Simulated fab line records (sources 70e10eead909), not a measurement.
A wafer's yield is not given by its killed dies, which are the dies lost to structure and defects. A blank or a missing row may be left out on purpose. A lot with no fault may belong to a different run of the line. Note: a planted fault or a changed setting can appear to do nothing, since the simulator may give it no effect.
fab line records	flow nand-harc
[record] lots = 4	wafers = 12	last-day = 33
route steps=1302 shown A_M0@1150 A_M1@1169 END@1302
lots that met no fault: from a run of the same line without faults
start-h: hours from the record's opening day to when the first of the lot's shown wafers began	wait-h: time in hours since the lot's previous step	" the same as in the row above	L1.1+2: several wafers, shown together as one row	- either no value or no given start	* or withheld: withheld	< > ~ a bound
route shown NAME@n: names a module that has steps shown in the file, with the first one's number in the route	usual: the fault-free wafers' mean and standard deviation	same: alike in all rows	chamber/n: place in a boat	sites: readings site by site	_std_site: how widely they spread, as a standard deviation	_edge_site: inner sites' mean taken away from outer sites' mean	radius-mm: how far each site lies from the wafer's centre	mask NAME#n: copy n	behind: the last tool/chamber to shape the wafer	hold: why the lot was held/for how many hours/how that ended	device: the transistor (n, p or np) that didn't switch	end of line: the same wafers' tests at the end of the route	a step with no rows: only its recipe	killed: dies lost to structure and defects at the first sort, not the wafer's yield	map: a wafer's dies, marking killed ones x, the rest . and places with no die _
set.NAME: the setting the step ran with; set.NAME@STEP: the setting that earlier step ran with	model.NAME: the simulator's own value behind a step, which no gauge read
a table for each step, a row for each wafer; lots at some steps of the route
services: when a tool's chamber went out of use (start-h, in hours from the record's first day, below 0 if earlier), for how many hours, and the reason
[[steps]]
[step NHARC_A_M0_DESCUM_14]
[recipe] time-s = 3	o2-flow-sccm = 200	ar-flow-sccm = 0	bias-power-w = 0	chemistry = O2
[step NHARC_A_M0_ETCH_34]
[recipe] target-depth-a = 400	overetch-a = 120	time-s = 43.94	ion-energy-ev = 200	n2-flow-sccm = 150	h2-flow-sccm = 150	ar-flow-sccm = 0	rf-w = 400	bias-w = 150	chemistry = N2/H2
[step NHARC_A_M0_ETCH_15]
[recipe] target-depth-a = 1500	overetch-a = 150	time-s = 82.5	c4f8-flow-sccm = withheld	ar-flow-sccm = 400	rf-w = 600	bias-w = 300	chemistry = C4F8/Ar
[step NHARC_A_M0_STRIP_18]
[recipe] power-w = 1000	n2-flow-sccm = 150	h2-flow-sccm = 150	ar-flow-sccm = 0	bias-w = 0	chemistry = N2/H2
[step NHARC_A_M0_STRIP_19]
[recipe] time-s = 600	temp-c = 30	chemistry = post-etch-residue-remover
[step NHARC_A_M0_DEGAS_28]
[recipe] temp-c = 250	time-s = 60
[step NHARC_A_M0_PRE_CLEAN_29]
[recipe] time-s = 30	temp-c = 280	gas = H2/He
[step NHARC_A_M0_PVD_20]
[recipe] target-thk-a = 50	bias-v = 168.6	power-w = 15000	chamber-pressure-pa = 0.12	time-s = 8.06	substrate-temp-c = 50	material = TaN
[step NHARC_A_M0_PVD_21]
[recipe] target-thk-a = 300	chamber-pressure-pa = 5	power-w = 5000	substrate-temp-c = 30	time-s = 20.49	material = Cu
[usual] substrate-temp-c = 30.00/0.096	throttle-valve-pct = 29.6/0.92
lot.wafer	tool	chamber	start-h	wait-h	substrate-temp-c	throttle-valve-pct
L736.2	pvd-sputter-01	-	581.48	-	30.11	31.3
L736.4	"	-	"	"	29.91	28.9
L736.6	"	-	"	"	30.14	31.2
L744.4	pvd-sputter-03	-	663.80	-	30.03	30.7
L744.2	"	-	"	"	29.98	29.8
L744.6	"	-	"	"	30.09	30.7
L751.4	pvd-sputter-03	-	734.25	-	30.03	29.2
L751.6	"	-	"	"	29.94	28.7
L751.5	"	-	"	"	30.02	29.4
L753.4	pvd-sputter-03	-	756.53	-	30.10	28.7
L753.5	"	-	"	"	29.91	31.4
L753.6	"	-	"	"	29.95	28.7
[step NHARC_A_M0_ECD_22]
[recipe] target-thk-a = 4000	bath-temp-c = 25	material = Cu
[step NHARC_A_M0_ANNEAL_30]
[recipe] temp-c = 225	time-s = 90
[step NHARC_A_M0_CMP_23]
[recipe] t-overpolish-s = 20	target-thk-nm = 113.75
[step NHARC_A_M0_SRD_25]
[step NHARC_A_M0_PRE_CLEAN_31]
[recipe] time-s = 12	temp-c = 370	rf-power-w = 300	gas = NH3
[step NHARC_A_M0_DEP_32]
[recipe] target-thk-a = 300	temp-c = 370	target-thk-nm = 30	pressure-torr = 3	flow-sccm = 200	rf-w = 450	material = SiCN
[step NHARC_A_M1_DEP_00]
[recipe] target-thk-a = 1825	target-thk-nm = 182.5	temp-c = withheld	pressure-torr = 5	flow-sccm = 200	rf-w = 600	material = SiOC
[step NHARC_A_M1_DEHYDRATE_01]
[recipe] temp-c = 150	time-s = 120
[step NHARC_A_M1_HMDS_02]
[recipe] time-s = 30
[step NHARC_A_M1_COAT_34]
[recipe] temp-c = 200	time-s = 65
[step NHARC_A_M1_COAT_03]
[recipe] spin-rpm = 1500	resist-thk-nm = 90
[step NHARC_A_M1_SOFTBAKE_04]
[recipe] temp-c = 105	time-s = 55
[step NHARC_A_M1_EBR_05]
[step NHARC_A_M1_EXPOSE_06]
[recipe] na = 1.35	target-cd-nm = 120	dose-mj = 75.13	mask-id = A_M1
[step NHARC_A_M1_PEB_07]
[recipe] peb-temp-c = 100	peb-time-s = 65
[step NHARC_A_M1_DEVELOP_08]
[recipe] develop-time-s = 35	dev-temp-c = 23
[step NHARC_A_M1_DESCUM_14]
[recipe] time-s = 3	o2-flow-sccm = 200	ar-flow-sccm = 0	bias-power-w = 0	chemistry = O2
[step NHARC_A_M1_ETCH_35]
[recipe] target-depth-a = 400	overetch-a = 120	time-s = 43.94	ion-energy-ev = 200	n2-flow-sccm = 150	h2-flow-sccm = 150	ar-flow-sccm = 0	rf-w = 400	bias-w = 150	chemistry = N2/H2
[step NHARC_A_M1_ETCH_15]
[recipe] target-depth-a = 1825	time-s = 91.2	c4f8-flow-sccm = withheld	ar-flow-sccm = 400	rf-w = 600	bias-w = 300	chemistry = C4F8/Ar
[step NHARC_A_M1_STRIP_18]
[recipe] power-w = 1000	n2-flow-sccm = 150	h2-flow-sccm = 150	ar-flow-sccm = 0	bias-w = 0	chemistry = N2/H2
[step NHARC_A_M1_ETCH_28]
[recipe] target-depth-a = 300	over-etch-frac = 0.3	time-s = 72.99	ion-energy-ev = 150	cf4-flow-sccm = 50	n2-flow-sccm = 100	ar-flow-sccm = 150	rf-w = 300	bias-w = 100	chemistry = CF4/N2
[step NHARC_A_M1_STRIP_19]
[recipe] time-s = 600	temp-c = 30	chemistry = post-etch-residue-remover
[step NHARC_END_SORT_01]
[recipe] temp-c = 25
[usual] defect-limited-yield = 89.8/2.9	killed-at-array = 65/19	killed-at-other = 0.9/1.1	killed-at-periphery = 3.5/2.3	killed-dies = 69/19	killed-open = 3.2/1.8	killed-short = 2.4/1.5
[same] gross-dies = 677
lot.wafer	tool	chamber	start-h	wait-h	defect-limited-yield[%]	killed-at-array	killed-at-other	killed-at-periphery	killed-dies	killed-open	killed-short
L736.2	prober-01	0	619.54	2.8	87.1	81	0	6	87	2	0
L736.4	prober-01	0	621.13	3.4	87.0	85	0	3	88	3	2
L736.6	prober-01	0	622.72	4.0	87.0	83	1	4	88	3	2
L744.2	prober-01	0	705.76	2.8	89.7	67	1	2	70	1	3
L744.4	prober-01	0	707.35	3.4	87.6	82	0	2	84	2	1
L744.6	prober-01	0	708.95	4.0	88.9	73	1	1	75	1	4
L751.4	prober-01	0	774.53	3.4	90.7	54	3	6	63	2	1
L751.5	prober-01	0	775.33	3.7	91.7	51	1	4	56	2	2
L751.6	prober-01	0	776.13	4.0	0	672	0	5	677	2	2
L753.4	prober-01	0	795.60	3.4	92.0	53	0	1	54	2	2
L753.5	prober-01	0	796.39	3.7	91.9	51	2	2	55	2	2
L753.6	prober-01	0	797.18	4.0	0	674	2	1	677	2	2
// killed by level:class
L736.2 A_CHANNEL_HOLE_D2:chamber-film-flake=36 A_SLIT:chamber-film-flake=33 A_CHANNEL_HOLE_D1:chamber-film-flake=5 A_STAIRCASE:chamber-film-flake=3 A_M0:geometric-particle:open=2 P_ZERO_WELL:chamber-film-flake=2 P_GATE:chamber-film-flake=2 P_M0:chamber-film-flake=2
L736.4 A_SLIT:chamber-film-flake=38 A_CHANNEL_HOLE_D2:chamber-film-flake=35 A_STAIRCASE:chamber-film-flake=5 A_M0:chamber-film-flake=3 P_BONDPAD:geometric-particle:short=1 A_ONON_D2:geometric-particle:open=1 A_ONON_D2:geometric-particle:short=1 A_CHANNEL_HOLE_D2:geometric-particle:open=1
L736.6 A_SLIT:chamber-film-flake=41 A_CHANNEL_HOLE_D2:chamber-film-flake=27 A_BLC:chamber-film-flake=3 A_M0:chamber-film-flake=3 P_ZERO_WELL:chamber-film-flake=2 A_CHANNEL_HOLE_D1:chamber-film-flake=2 A_STAIRCASE:chamber-film-flake=2 P_M0:geometric-particle:open=1
L744.2 A_SLIT:chamber-film-flake=33 A_CHANNEL_HOLE_D1:chamber-film-flake=27 A_DECK1_JOINT:chamber-film-flake=2 P_GATE:geometric-particle:short=1 P_CONTACT:geometric-particle:short=1 A_CHANNEL_FILL_D1:geometric-particle:short=1 A_M0:geometric-particle:open=1 A_CHANNEL_FILL_D2:chamber-film-flake=1
L744.4 A_CHANNEL_HOLE_D1:chamber-film-flake=37 A_SLIT:chamber-film-flake=35 A_WL_FILL:chamber-film-flake=3 A_ZERO_WELL:chamber-film-flake=2 P_CONTACT:geometric-particle:open=1 P_M0:geometric-particle:open=1 A_CHANNEL_HOLE_D2:geometric-particle:short=1 A_M1:chamber-film-flake=1
L744.6 A_CHANNEL_HOLE_D1:chamber-film-flake=34 A_SLIT:chamber-film-flake=30 A_CHANNEL_FILL_D1:geometric-particle:short=3 A_ZERO_WELL:chamber-film-flake=2 P_M1:geometric-particle:open=1 A_SGD_CUT:geometric-particle:short=1 A_CHANNEL_FILL_D1:chamber-film-flake=1 A_WL_FILL:chamber-film-flake=1
L751.4 A_CHANNEL_HOLE_D2:chamber-film-flake=29 A_CHANNEL_HOLE_D1:chamber-film-flake=13 A_SLIT:chamber-film-flake=6 THIN_TSV:chamber-film-flake=3 P_GATE:chamber-film-flake=2 P_BONDPAD:chamber-film-flake=2 A_STAIRCASE:chamber-film-flake=2 A_CONTACT:chamber-film-flake=2
L751.5 A_CHANNEL_HOLE_D2:chamber-film-flake=22 A_CHANNEL_HOLE_D1:chamber-film-flake=15 A_STAIRCASE:chamber-film-flake=5 A_SLIT:chamber-film-flake=3 A_ONON_D1:geometric-particle:short=1 A_DECK1_JOINT:geometric-particle:open=1 A_STAIRCASE:geometric-particle:open=1 A_WL_FILL:geometric-particle:short=1
L751.6 A_M0:area-pvd=624 A_CHANNEL_HOLE_D2:chamber-film-flake=19 A_CHANNEL_HOLE_D1:chamber-film-flake=11 A_SLIT:chamber-film-flake=10 P_M2:chamber-film-flake=2 A_STAIRCASE:chamber-film-flake=2 A_CONTACT:chamber-film-flake=2 P_BONDPAD:geometric-particle:open=1
L753.4 A_CHANNEL_HOLE_D2:chamber-film-flake=30 A_CONTACT:chamber-film-flake=8 A_SLIT:chamber-film-flake=7 A_STAIRCASE:chamber-film-flake=2 A_ONON_D1:geometric-particle:short=1 A_DECK1_JOINT:geometric-particle:open=1 A_CHANNEL_HOLE_D2:geometric-particle:open=1 A_M0:geometric-particle:short=1
L753.5 A_CHANNEL_HOLE_D2:chamber-film-flake=24 A_SLIT:chamber-film-flake=9 A_CONTACT:chamber-film-flake=7 A_CHANNEL_FILL_D1:chamber-film-flake=2 A_STAIRCASE:chamber-film-flake=2 A_BLC:chamber-film-flake=2 THIN_TSV:chamber-film-flake=2 P_CONTACT:geometric-particle:open=1
L753.6 A_M0:area-pvd=603 A_CHANNEL_HOLE_D2:chamber-film-flake=33 A_SLIT:chamber-film-flake=13 A_CONTACT:chamber-film-flake=10 A_STAIRCASE:chamber-film-flake=4 A_CHANNEL_FILL_D1:chamber-film-flake=3 A_CHANNEL_HOLE_D2:geometric-particle:short=2 A_DECK1_JOINT:chamber-film-flake=2
// map L751.6 (x killed, . not)
____________x____________
_________xxxxxxx_________
_______xxxxxxxxxxx_______
______xxxxxxxxxxxxx______
_____xxxxxxxxxxxxxxx_____
____xxxxxxxxxxxxxxxxx____
____xxxxxxxxxxxxxxxxx____
___xxxxxxxxxxxxxxxxxxx___
___xxxxxxxxxxxxxxxxxxx___
__xxxxxxxxxxxxxxxxxxxxx__
__xxxxxxxxxxxxxxxxxxxxx__
_xxxxxxxxxxxxxxxxxxxxxxx_
_xxxxxxxxxxxxxxxxxxxxxxx_
_xxxxxxxxxxxxxxxxxxxxxxx_
_xxxxxxxxxxxxxxxxxxxxxxx_
_xxxxxxxxxxxxxxxxxxxxxxx_
xxxxxxxxxxxxxxxxxxxxxxxxx
xxxxxxxxxxxxxxxxxxxxxxxxx
xxxxxxxxxxxxxxxxxxxxxxxxx
xxxxxxxxxxxxxxxxxxxxxxxxx
xxxxxxxxxxxxxxxxxxxxxxxxx
_xxxxxxxxxxxxxxxxxxxxxxx_
_xxxxxxxxxxxxxxxxxxxxxxx_
_xxxxxxxxxxxxxxxxxxxxxxx_
_xxxxxxxxxxxxxxxxxxxxxxx_
_xxxxxxxxxxxxxxxxxxxxxxx_
__xxxxxxxxxxxxxxxxxxxxx__
__xxxxxxxxxxxxxxxxxxxxx__
___xxxxxxxxxxxxxxxxxxx___
___xxxxxxxxxxxxxxxxxxx___
____xxxxxxxxxxxxxxxxx____
____xxxxxxxxxxxxxxxxx____
_____xxxxxxxxxxxxxxx_____
______xxxxxxxxxxxxx______
_______xxxxxxxxxxx_______
_________xxxxxxx_________
____________x____________
// map L753.6 (x killed, . not)
____________x____________
_________xxxxxxx_________
_______xxxxxxxxxxx_______
______xxxxxxxxxxxxx______
_____xxxxxxxxxxxxxxx_____
____xxxxxxxxxxxxxxxxx____
____xxxxxxxxxxxxxxxxx____
___xxxxxxxxxxxxxxxxxxx___
___xxxxxxxxxxxxxxxxxxx___
__xxxxxxxxxxxxxxxxxxxxx__
__xxxxxxxxxxxxxxxxxxxxx__
_xxxxxxxxxxxxxxxxxxxxxxx_
_xxxxxxxxxxxxxxxxxxxxxxx_
_xxxxxxxxxxxxxxxxxxxxxxx_
_xxxxxxxxxxxxxxxxxxxxxxx_
_xxxxxxxxxxxxxxxxxxxxxxx_
xxxxxxxxxxxxxxxxxxxxxxxxx
xxxxxxxxxxxxxxxxxxxxxxxxx
xxxxxxxxxxxxxxxxxxxxxxxxx
xxxxxxxxxxxxxxxxxxxxxxxxx
xxxxxxxxxxxxxxxxxxxxxxxxx
_xxxxxxxxxxxxxxxxxxxxxxx_
_xxxxxxxxxxxxxxxxxxxxxxx_
_xxxxxxxxxxxxxxxxxxxxxxx_
_xxxxxxxxxxxxxxxxxxxxxxx_
_xxxxxxxxxxxxxxxxxxxxxxx_
__xxxxxxxxxxxxxxxxxxxxx__
__xxxxxxxxxxxxxxxxxxxxx__
___xxxxxxxxxxxxxxxxxxx___
___xxxxxxxxxxxxxxxxxxx___
____xxxxxxxxxxxxxxxxx____
____xxxxxxxxxxxxxxxxx____
_____xxxxxxxxxxxxxxx_____
______xxxxxxxxxxxxx______
_______xxxxxxxxxxx_______
_________xxxxxxx_________
____________x____________
[[services]]
tool	chamber	start-h	hours	kind
pvd-sputter-01	-	582.69	10.0	pm
pvd-sputter-03	-	704.33	10.0	pm
pvd-sputter-03	-	716.58	1.0	repair
pvd-sputter-01	-	756.42	1.1	repair
[[key]]
[first-sign] step = NHARC_END_SORT_01	reading = killed-at-array	direction = up	sigmas = 32	usual = 65	struck = 673
[effect] step = NHARC_END_SORT_01	reading = defect-limited-yield	direction = down	sigmas = 31	usual = 89.8	struck = 0
[more-kills-born-at] NHARC_A_M0_PVD_21@pvd-sputter-03 = 1227
met-at NHARC_A_M0_PVD_21
struck-wafers L751.6,L753.6
later-rows-left-out L751.6,L753.6
onset-between 663.80 734.25
[fault] kind = process-parameter-drift	tool = pvd-sputter-03	chamber = -	onset-h = 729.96	steps = NHARC_A_M0_PVD_21	channel = target-thk-a	offset = *	shape = step	end-h = 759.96	scope = struck-wafers-only	acts-in = *	stated = *
// later-rows-left-out: the simulator's readings of these wafers behind a module that went badly wrong aren't trusted and aren't shown, but for the sort
